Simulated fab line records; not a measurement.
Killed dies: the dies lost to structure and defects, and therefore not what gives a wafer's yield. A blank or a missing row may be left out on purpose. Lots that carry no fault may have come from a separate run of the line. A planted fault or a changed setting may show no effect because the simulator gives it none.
fab line records	flow nandHarc	part 1 of 2: steps 1 to 4 of 6
record: lots: 18	wafers: 54	lastDay: 33
route steps=1302 shown A_STAIRCASE@809 A_SGD_CUT@907
lots with no fault: from the same line, run without faults
startH: hours from the record's opening day to when the first of the lot's shown wafers began	waitH: time in hours since the lot's previous step	" same as the row above	L1.1+2: a row that stands for several wafers	- value missing, or start not given	* or withheld: withheld	< > ~ a bound
route shown NAME@n: NAME is a module with steps in the file, n the number in the route of the first one	usual: average and standard deviation across the fault-free wafers	same: alike in all rows	chamber/n: place in a boat	sites: the reading at each site	_std_site: their standard deviation	_edge_site: the outer-site mean with the inner-site mean subtracted	radiusMm: how far each site lies from the wafer's centre	mask NAME#n: copy n	behind: the tool/chamber that last shaped the wafer	hold: reason for holding the lot/hours on hold/outcome of the hold	device: transistor that didn't switch, given as n, p or np	end of line: tests of these same wafers at the route's end	a step without rows: its recipe alone	killed: at the first sort, the dies lost to defects and structure; wafer yield is something else	map: the dies of a wafer, with x for killed, . for not killed, _ for no die there
set.NAME: the run value of the setting; set.NAME@STEP: its run value at that earlier step	model.NAME: the simulator's own value behind a step, which no gauge read
a sample of lots followed through the steps of the route, with each step as a table and each wafer as a row
services: when a tool's chamber went out of use (startH, in hours from the record's first day, below 0 if earlier), for how many hours, and the reason
== steps ==
step: NHARC_A_STAIRCASE_HM_OPEN_460
recipe: o2FlowSccm: 400	cosFlowSccm: 20	arFlowSccm: 0	rfW: 500	biasW: 300	chemistry: O2/COS
usual: chamberPressureMTorr: 19.999/0.018	drypumpMotorCurrentA: 5.7/0.34	mfcArSccm: 0.009/0.012	oesProductAu: 1.001/0.01	rfFwdPowerW: 499.3/1.4	rfVppV: 466.4/2.7	showerheadPlenumPTorr: 3.08/0.13	throttleValvePct: 28.328/0.0091
lot.wafer	tool	chamber	startH	waitH	chamberPressureMTorr	drypumpMotorCurrentA	mfcArSccm	oesProductAu	rfFwdPowerW	rfHoursCounterH	rfVppV	showerheadPlenumPTorr	throttleValvePct
L076.1	rieDiel-12	2	-	-	19.990	6.0	0.004	0.978	500.4	45	473.6	3.35	28.333
L076.3	"	1	"	"	20.028	5.5	0	0.991	503.2	42	463.3	2.98	28.321
L076.6	"	2	"	"	19.972	6.0	0.004	0.980	499.3	-	471.1	3.35	28.324
L078.2	rieDiel-02	0	-	-	19.971	6.1	0.009	1.008	500.6	4	467.1	3.11	28.325
L078.4	"	1	"	"	20.014	6.0	0.028	1.011	500.1	2	467.4	3.15	28.333
L078.5	"	3	"	"	20.010	5.3	0	1.014	500.1	-	462.6	2.95	28.328
L077.1	rieDiel-12	0	-	-	19.985	5.6	0.002	1.006	500.3	46	468.7	3.16	28.334
L077.6	"	1	"	"	19.971	5.5	0	0.991	499.8	-	466.4	2.97	28.329
L077.5	"	2	"	"	20.010	6.0	0.004	0.986	499.6	-	473.3	3.35	28.329
L079.3	rieDiel-09	0	-	-	19.963	5.2	0.007	1.001	499.0	29	466.4	3.09	28.322
L079.2	"	1	"	"	20.017	6.2	0	1.002	498.6	24	469.1	3.21	28.334
L079.5	"	3	"	"	20.009	5.9	0.013	1.001	498.3	-	463.0	2.97	28.336
L081.2	rieDiel-02	1	-	-	20.022	6.0	0.028	0.999	499.8	17	468.1	3.15	28.327
L081.1	"	3	"	"	20.031	5.2	0	1.005	500.5	17	463.0	2.94	28.338
L081.3	"	0	"	"	19.982	6.1	0.009	1.006	499.0	13	467.5	3.10	28.332
L082.4	rieDiel-02	3	-	-	19.989	5.2	0	0.999	501.1	18	464.6	2.94	28.329
L082.6	"	1	"	"	19.970	6.0	0.028	0.992	497.2	-	467.5	3.15	28.334
L082.5	"	2	"	"	19.996	5.7	0.035	0.999	497.6	-	464.2	2.94	28.326
L083.3	rieDiel-12	2	-	-	20.005	6.0	0.004	0.989	500.3	11	471.1	3.33	28.326
L083.6	"	1	"	"	20.017	5.5	0	1.007	498.5	-	463.5	2.96	28.331
L083.5	"	2	"	"	19.963	6.0	0.004	0.994	501.6	-	471.7	3.33	28.331
L085.4	rieDiel-02	3	-	-	20.021	5.3	0	1.002	500.7	26	462.6	2.94	28.337
L085.1	"	1	"	"	19.994	6.0	0.028	1.009	496.3	29	467.4	3.14	28.328
L085.6	"	2	"	"	19.957	5.7	0.035	1.005	499.4	-	464.4	2.94	28.331
L086.2	rieDiel-02	2	-	-	19.992	5.7	0.035	1.005	497.3	27	463.2	2.94	28.330
L086.1	"	3	"	"	19.995	5.2	0	1.013	499.5	28	462.9	2.94	28.343
L086.6	"	2	"	"	19.981	5.7	0.035	1.003	497.4	-	463.7	2.94	28.333
L088.1	rieDiel-12	0	-	-	20.010	5.6	0.002	0.997	501.0	24	468.0	3.14	28.335
L088.4	"	1	"	"	20.012	5.5	0	0.996	499.6	23	463.9	2.95	28.313
L088.2	"	2	"	"	20.005	6.0	0.004	0.990	498.8	25	471.0	3.33	28.326
L087.1	rieDiel-12	0	-	-	19.966	5.5	0.002	0.999	501.1	25	469.0	3.14	28.343
L087.4	"	1	"	"	20.022	5.6	0	0.997	499.8	23	462.6	2.95	28.344
L087.3	"	3	"	"	19.998	5.1	0	1.003	499.5	25	466.3	3.12	28.342
L091.1	rieDiel-12	0	-	-	20.007	5.6	0.002	1.004	498.0	27	467.5	3.14	28.331
L091.4	"	2	"	"	20.007	6.0	0.004	0.980	501.2	28	470.9	3.32	28.310
L091.6	"	0	"	"	20.002	5.6	0.002	1.001	499.6	-	467.1	3.14	28.324
L089.2	rieDiel-09	0	-	-	19.992	5.2	0.007	1.000	499.7	11	466.9	3.07	28.336
L089.3	"	1	"	"	20.015	6.2	0	1.008	496.5	9	468.7	3.20	28.317
L089.6	"	2	"	"	19.986	5.7	0	0.990	496.9	-	469.9	3.22	28.311
L090.3	rieDiel-12	1	-	-	19.969	5.6	0	1.000	500.9	30	462.6	2.95	28.317
L090.5	"	2	"	"	19.983	6.0	0.004	0.984	498.6	-	471.4	3.32	28.331
L090.6	"	3	"	"	20.009	5.1	0	1.009	500.1	-	465.3	3.12	28.330
L093.1	rieDiel-02	0	-	-	20.032	6.1	0.009	1.008	501.9	52	467.4	3.08	28.337
L093.4	"	1	"	"	20.018	6.0	0.028	1.003	502.0	53	466.7	3.13	28.301
L093.5	"	0	"	"	19.995	6.1	0.009	1.004	500.9	-	466.2	3.08	28.331
L095.4	rieDiel-12	3	-	-	20.010	5.1	0	1.005	499.3	49	466.1	3.11	28.332
L095.2	"	0	"	"	19.980	5.6	0.002	0.995	499.1	48	466.5	3.13	28.326
L095.5	"	2	"	"	19.995	6.0	0.004	0.982	496.7	-	470.1	3.31	28.325
L096.4	rieDiel-02	3	-	-	20.009	5.3	0	1.028	500.3	1	464.0	2.92	28.309
L096.1	"	0	"	"	20.039	6.1	0.009	0.994	499.2	2	466.7	3.08	28.336
L096.5	"	3	"	"	19.994	5.3	0	1.023	500.3	-	462.9	2.92	28.345
L097.2	rieDiel-09	1	-	-	19.990	6.1	0	1.003	498.3	26	468.2	3.19	28.321
L097.3	"	2	"	"	20.017	5.7	0	0.996	496.7	26	468.1	3.21	28.344
L097.6	"	0	"	"	20.022	5.2	0.007	0.991	499.8	-	466.6	3.06	28.323
step: NHARC_A_STAIRCASE_ETCH_453
recipe: targetDepthA: 300	overetchA: 30	timeS: 16.5	ionEnergyEv: 100	cf4FlowSccm: 80	o2FlowSccm: 20	arFlowSccm: 0	rfW: 300	biasW: 100	chemistry: CF4/O2
usual: chamberPressureMTorr: 30.008/0.028	drypumpMotorCurrentA: 5.7/0.33	mfcArSccm: 0.009/0.012	oes_f_703_au: 1.000/0.0043	oesProductAu: 1.003/0.01	rfFwdPowerW: 293.9/1.5	rfVppV: 197.4/1.4	showerheadPlenumPTorr: 1.32/0.054	throttleValvePct: 13.397/0.008
lot.wafer	tool	chamber	startH	waitH	chamberPressureMTorr	drypumpMotorCurrentA	mfcArSccm	oes_f_703_au	oesProductAu	rfFwdPowerW	rfHoursCounterH	rfVppV	showerheadPlenumPTorr	throttleValvePct
L076.3	rieDiel-12	2	-	-	30.013	6.0	0.004	1.003	0.978	293.7	48	199.2	1.43	13.404
L076.1	"	1	"	"	29.967	5.5	0	0.992	0.984	294.6	45	195.7	1.27	13.410
L076.6	"	2	"	"	30.012	6.0	0.004	0.995	0.983	293.5	-	199.9	1.43	13.399
L078.4	rieDiel-09	2	-	-	29.976	5.7	0	0.998	1.017	293.8	35	197.1	1.38	13.396
L078.2	"	1	"	"	30.030	6.2	0	1.002	0.993	292.2	25	198.8	1.37	13.384
L078.5	"	3	"	"	30.030	5.8	0.013	0.994	1.004	294.3	-	196.1	1.27	13.399
L077.1	rieDiel-09	3	-	-	30.008	5.9	0.013	1.004	0.991	293.7	33	195.8	1.27	13.401
L077.5	"	3	"	"	30.050	5.9	0.013	0.992	0.989	294.3	-	196.7	1.27	13.397
L077.6	"	0	"	"	30.012	5.2	0.007	0.996	0.987	294.0	-	198.8	1.32	13.403
L079.2	rieDiel-12	0	-	-	30.009	5.6	0.002	1.000	1.009	295.4	50	198.2	1.35	13.387
L079.3	"	1	"	"	29.991	5.6	0	1.000	1.000	296.1	56	197.4	1.27	13.405
L079.5	"	1	"	"	30.017	5.6	0	1.001	0.999	295.5	-	197.6	1.27	13.395
L081.2	rieDiel-12	0	-	-	30.022	5.6	0.002	1.005	1.019	293.7	2	198.0	1.35	13.409
L081.3	"	1	"	"	30.021	5.6	0	1.003	1.013	293.4	2	196.5	1.27	13.398
L081.1	"	3	"	"	30.043	5.1	0	1.002	1.013	295.3	2	197.3	1.34	13.409
L082.4	rieDiel-09	3	-	-	30.027	5.9	0.013	1.003	1.006	293.6	44	196.5	1.26	13.396
L082.6	"	2	"	"	30.010	5.7	0	0.990	1.028	294.0	-	198.2	1.38	13.401
L082.5	"	3	"	"	30.051	5.9	0.013	1.005	1.015	293.0	-	196.3	1.26	13.377
L083.3	rieDiel-02	3	-	-	30.010	5.2	0	1.004	1.013	295.5	25	196.4	1.25	13.393
L083.6	"	2	"	"	30.017	5.7	0.035	0.999	1.006	292.5	-	196.6	1.25	13.394
L083.5	"	3	"	"	29.997	5.2	0	1.006	0.997	295.2	-	196.7	1.25	13.398
L085.4	rieDiel-02	2	-	-	29.993	5.6	0.035	1.001	0.996	292.9	27	197.2	1.25	13.407
L085.1	"	0	"	"	30.044	6.0	0.009	1.007	0.993	295.8	25	197.2	1.32	13.395
L085.6	"	2	"	"	29.976	5.7	0.035	0.996	0.998	290.7	-	195.8	1.25	13.393
L086.2	rieDiel-02	3	-	-	29.983	5.3	0	1.003	1.001	295.2	30	196.7	1.25	13.408
L086.1	"	0	"	"	30.027	6.1	0.009	0.998	1.002	297.7	27	197.4	1.32	13.414
L086.6	"	2	"	"	30.033	5.7	0.035	0.994	0.998	291.9	-	196.1	1.25	13.398
L088.4	rieDiel-02	2	-	-	29.989	5.7	0.035	1.000	1.003	292.0	35	196.2	1.25	13.400
L088.2	"	3	"	"	30.030	5.2	0	0.998	1.003	295.3	37	195.4	1.25	13.393
L088.1	"	0	"	"	30.046	6.0	0.009	1.000	0.979	296.7	35	197.2	1.32	13.395
L087.1	rieDiel-02	3	-	-	29.955	5.2	0	0.999	1.012	295.9	39	196.3	1.25	13.405
L087.3	"	0	"	"	30.017	6.1	0.009	1.002	1.001	296.9	37	197.6	1.32	13.400
L087.4	"	1	"	"	29.972	6.0	0.028	0.997	1.007	291.3	41	198.5	1.34	13.408
L091.1	rieDiel-02	0	-	-	30.033	6.0	0.009	1.002	0.983	296.4	43	197.9	1.32	13.389
L091.4	"	3	"	"	29.991	5.2	0	1.000	1.007	296.4	44	195.7	1.25	13.391
L091.6	"	0	"	"	29.993	6.0	0.009	0.999	0.992	295.9	-	196.8	1.32	13.400
L089.3	rieDiel-12	2	-	-	29.995	6.0	0.004	1.001	0.979	292.6	33	199.1	1.42	13.390
L089.2	"	0	"	"	30.007	5.6	0.002	1.003	1.011	294.3	30	198.2	1.34	13.387
L089.6	"	2	"	"	29.986	6.0	0.004	1.001	0.984	292.7	-	200.0	1.42	13.398
L090.3	rieDiel-02	2	-	-	30.013	5.7	0.035	1.004	0.999	292.0	44	195.1	1.25	13.389
L090.6	"	2	"	"	30.039	5.7	0.035	1.001	1.002	291.8	-	196.5	1.25	13.399
L090.5	"	3	"	"	29.996	5.2	0	0.999	1.025	295.3	-	195.7	1.25	13.400
L093.1	rieDiel-09	2	-	-	29.974	5.7	0	1.003	1.000	295.4	18	199.8	1.37	13.394
L093.4	"	0	"	"	30.021	5.3	0.007	1.003	0.993	293.2	23	196.9	1.31	13.385
L093.5	"	2	"	"	29.986	5.7	0	1.001	1.003	294.9	-	198.3	1.38	13.387
L095.2	rieDiel-09	3	-	-	29.988	5.9	0.013	1.005	1.012	293.6	22	194.6	1.26	13.393
L095.4	"	0	"	"	30.010	5.2	0.007	1.003	1.005	293.5	27	197.6	1.31	13.388
L095.5	"	3	"	"	30.005	5.9	0.013	0.995	1.005	293.6	-	197.0	1.26	13.396
L096.4	rieDiel-09	1	-	-	29.988	6.1	0	0.999	1.016	292.8	24	198.5	1.36	13.412
L096.1	"	0	"	"	30.032	5.2	0.007	1.002	0.999	293.8	27	198.3	1.31	13.397
L096.5	"	1	"	"	30.025	6.2	0	0.997	1.017	291.8	-	198.1	1.36	13.399
L097.3	rieDiel-09	3	-	-	29.960	5.9	0.013	0.998	1.006	295.4	27	196.8	1.26	13.411
L097.2	"	0	"	"	29.988	5.3	0.007	0.997	0.998	292.8	31	197.8	1.31	13.397
L097.6	"	3	"	"	29.964	5.9	0.013	1.000	1.014	294.0	-	196.4	1.26	13.389
step: NHARC_A_STAIRCASE_ETCHBACK_422
recipe: targetDepthA: 400	overEtchFrac: 0.3	timeS: 74.286	ionEnergyEv: 120	ch3fFlowSccm: 50	o2FlowSccm: 30	arFlowSccm: 200	rfW: 500	biasW: 100	chemistry: CH3F/O2
usual: chamberPressureMTorr: 24.999/0.023	drypumpMotorCurrentA: 5.7/0.34	mfcArSccm: 200.0/0.64	oesProductAu: 0.98/0.039	rfFwdPowerW: 496.1/1.6	rfVppV: 243.9/1.6	showerheadPlenumPTorr: 2.42/0.098	throttleValvePct: 20.662/0.0087
lot.wafer	tool	chamber	startH	waitH	chamberPressureMTorr	drypumpMotorCurrentA	mfcArSccm	oesProductAu	rfFwdPowerW	rfHoursCounterH	rfVppV	showerheadPlenumPTorr	throttleValvePct
L076.1	rieDiel-09	0	444.09	0.1	25.028	5.2	200.0	0.93	499.4	38	244.6	2.43	20.662
L076.3	"	1	"	"	24.988	6.2	199.6	0.93	494.5	33	245.6	2.53	20.657
L076.6	"	2	"	"	24.960	5.7	199.5	0.95	493.6	-	246.3	2.55	20.675
L077.1	rieDiel-02	3	471.28	0.2	25.003	5.2	199.6	1.00	496.0	22	243.1	2.31	20.662
L077.5	"	0	"	"	25.008	6.1	199.9	1.01	496.6	-	244.9	2.44	20.654
L077.6	"	1	"	"	24.976	6.0	199.7	1.01	496.0	-	244.1	2.48	20.666
L079.3	rieDiel-09	3	471.34	0.1	24.985	5.9	200.5	1.02	496.8	49	242.5	2.33	20.680
L079.2	"	1	"	"	24.987	6.2	201.1	1.01	495.4	42	245.4	2.52	20.663
L079.5	"	0	"	"	24.982	5.2	200.4	1.00	495.1	-	244.1	2.42	20.667
L078.4	rieDiel-09	3	471.53	0.1	24.971	5.8	200.4	0.93	494.9	49	242.1	2.33	20.663
L078.2	"	0	"	"	24.968	5.3	200.4	0.93	497.2	48	242.6	2.42	20.664
L078.5	"	3	"	"	24.995	5.9	200.7	0.93	496.2	-	243.3	2.33	20.661
L081.1	rieDiel-09	1	512.90	0.1	24.987	6.2	200.4	1.03	495.9	2	245.8	2.52	20.647
L081.2	"	2	"	"	24.990	5.7	199.7	1.01	497.3	2	246.5	2.54	20.654
L081.3	"	3	"	"	24.994	5.9	199.5	1.04	496.2	3	241.9	2.32	20.670
L082.4	rieDiel-02	1	513.08	0.2	24.992	6.0	200.3	0.99	492.8	37	243.5	2.47	20.659
L082.5	"	3	"	"	25.050	5.2	200.1	0.99	497.6	-	242.2	2.31	20.668
L082.6	"	0	"	"	24.981	6.1	200.0	0.98	496.4	-	245.7	2.44	20.652
L083.3	rieDiel-12	0	535.05	0.2	25.031	5.6	201.0	0.93	497.0	29	245.4	2.47	20.642
L083.6	"	1	"	"	25.013	5.5	200.6	0.92	494.5	-	240.8	2.32	20.660
L083.5	"	2	"	"	24.972	6.0	200.1	0.92	494.1	-	247.5	2.62	20.667
L085.4	rieDiel-02	2	545.03	0.1	24.985	5.7	199.6	1.01	498.1	44	241.9	2.30	20.642
L085.1	"	0	"	"	24.991	6.0	200.2	1.00	499.9	48	244.0	2.43	20.671
L085.6	"	1	"	"	25.013	6.0	200.7	1.00	493.4	-	244.5	2.47	20.651
L086.1	rieDiel-09	3	551.53	0.2	24.975	5.9	200.1	1.02	495.9	12	241.8	2.32	20.674
L086.2	"	0	"	"	25.005	5.2	200.8	1.00	494.4	16	243.6	2.41	20.668
L086.6	"	2	"	"	25.012	5.7	198.7	1.00	497.7	-	245.6	2.53	20.660
L088.4	rieDiel-12	1	567.08	0.1	25.000	5.6	199.9	0.93	495.8	38	243.3	2.32	20.655
L088.2	"	2	"	"	24.969	6.0	200.1	0.92	493.6	41	246.7	2.62	20.656
L088.1	"	0	"	"	24.992	5.6	200.8	0.94	495.5	41	245.7	2.47	20.655
L087.3	rieDiel-12	1	567.30	0.1	24.956	5.6	199.6	0.93	495.0	38	241.5	2.32	20.657
L087.4	"	3	"	"	25.036	5.1	201.1	0.93	494.2	41	245.6	2.45	20.677
L087.1	"	0	"	"	25.024	5.6	199.9	0.93	495.7	41	245.2	2.47	20.658
L089.2	rieDiel-02	1	582.89	0.2	24.971	6.0	201.1	1.00	492.5	1	244.2	2.46	20.661
L089.3	"	2	"	"	24.972	5.7	199.5	0.99	496.1	1	242.0	2.30	20.668
L089.6	"	0	"	"	25.005	6.1	199.2	0.99	498.0	-	244.8	2.43	20.659
L091.1	rieDiel-02	3	586.26	0.1	24.978	5.2	199.7	1.01	498.0	1	242.4	2.30	20.676
L091.4	"	2	"	"	24.978	5.7	199.0	1.00	497.0	1	241.3	2.30	20.675
L091.6	"	3	"	"	24.983	5.2	200.4	1.03	496.7	-	242.4	2.30	20.661
L090.3	rieDiel-12	1	595.37	0.1	25.025	5.6	200.1	0.99	497.8	55	242.8	2.31	20.657
L090.5	"	3	"	"	25.015	5.1	199.2	1.00	498.8	-	244.6	2.45	20.677
L090.6	"	0	"	"	24.978	5.6	198.9	1.00	497.8	-	244.3	2.46	20.662
L093.4	rieDiel-09	3	616.29	0.1	24.988	5.9	199.0	0.94	498.2	27	243.8	2.31	20.665
L093.1	"	0	"	"	24.987	5.2	201.1	0.90	496.2	32	245.1	2.41	20.655
L093.5	"	3	"	"	25.001	5.9	199.1	0.92	495.7	-	242.2	2.31	20.661
L095.4	rieDiel-02	1	636.81	0.2	25.002	6.0	200.6	1.01	494.8	22	244.2	2.45	20.663
L095.2	"	3	"	"	24.997	5.2	200.3	1.03	498.3	20	241.0	2.29	20.665
L095.5	"	0	"	"	25.005	6.1	199.8	1.00	497.3	-	244.5	2.42	20.656
L096.4	rieDiel-09	0	637.10	0.1	25.010	5.2	200.7	0.92	497.5	40	243.8	2.40	20.676
L096.1	"	1	"	"	24.981	6.2	199.7	0.92	495.3	34	245.1	2.51	20.673
L096.5	"	0	"	"	24.999	5.2	200.1	0.92	494.2	-	242.9	2.40	20.676
L097.2	rieDiel-02	0	662.16	0.2	24.970	6.1	201.4	0.97	494.8	29	244.2	2.42	20.663
L097.3	"	1	"	"	25.001	6.0	199.1	0.99	494.7	31	243.4	2.45	20.665
L097.6	"	3	"	"	24.992	5.2	199.3	1.02	496.2	-	243.1	2.29	20.670
step: NHARC_A_STAIRCASE_CMP_472
recipe: material: SiO2
usual: motorCurrentA: 12.2/1.1
lot.wafer	tool	chamber	startH	waitH	motorCurrentA
L076.1	cmp-03	1	445.02	0.2	13.5
L076.3	"	2	"	"	11.2
L076.6	"	2	"	"	11.0
L077.1	cmp-03	3	472.24	0.3	10.9
L077.6	"	0	"	"	12.8
L077.5	"	1	"	"	13.6
L079.2	cmp-04	2	472.30	0.2	10.9
L079.3	"	0	"	"	11.0
L079.5	"	3	"	"	12.5
L078.4	cmp-01	1	472.44	0.2	12.3
L078.2	"	0	"	"	13.2
L078.5	"	2	"	"	14.4
L081.3	cmp-01	3	513.81	0.2	12.0
L081.1	"	0	"	"	12.8
L081.2	"	1	"	"	11.8
L082.4	cmp-04	3	514.02	0.2	13.5
L082.5	"	1	"	"	11.0
L082.6	"	2	"	"	11.3
L083.3	cmp-03	3	536.07	0.3	10.8
L083.6	"	1	"	"	13.3
L083.5	"	2	"	"	11.2
L085.1	cmp-04	3	545.95	0.3	12.9
L085.4	"	0	"	"	12.0
L085.6	"	2	"	"	11.8
L086.1	cmp-03	0	552.42	0.2	13.2
L086.2	"	1	"	"	14.2
L086.6	"	0	"	"	13.5
L088.2	cmp-04	3	567.99	0.2	12.7
L088.1	"	1	"	"	11.6
L088.4	"	2	"	"	11.0
L087.1	cmp-03	2	568.21	0.2	11.3
L087.4	"	3	"	"	10.8
L087.3	"	0	"	"	13.0
L089.2	cmp-03	0	583.78	0.2	13.5
L089.3	"	2	"	"	10.8
L089.6	"	0	"	"	12.8
L091.1	cmp-03	3	587.18	0.2	10.6
L091.4	"	2	"	"	10.6
L091.6	"	3	"	"	10.3
L090.3	cmp-04	0	596.28	0.2	11.6
L090.5	"	3	"	"	12.9
L090.6	"	0	"	"	11.6
L093.1	cmp-04	3	617.19	0.2	12.1
L093.4	"	0	"	"	11.1
L093.5	"	3	"	"	12.1
L095.2	cmp-03	3	637.86	0.2	10.3
L095.4	"	1	"	"	13.5
L095.5	"	3	"	"	10.6
L096.1	cmp-03	3	638.35	0.3	10.6
L096.4	"	0	"	"	12.9
L096.5	"	2	"	"	10.9
L097.3	cmp-01	0	663.04	0.2	12.8
L097.2	"	2	"	"	14.2
L097.6	"	1	"	"	12.4
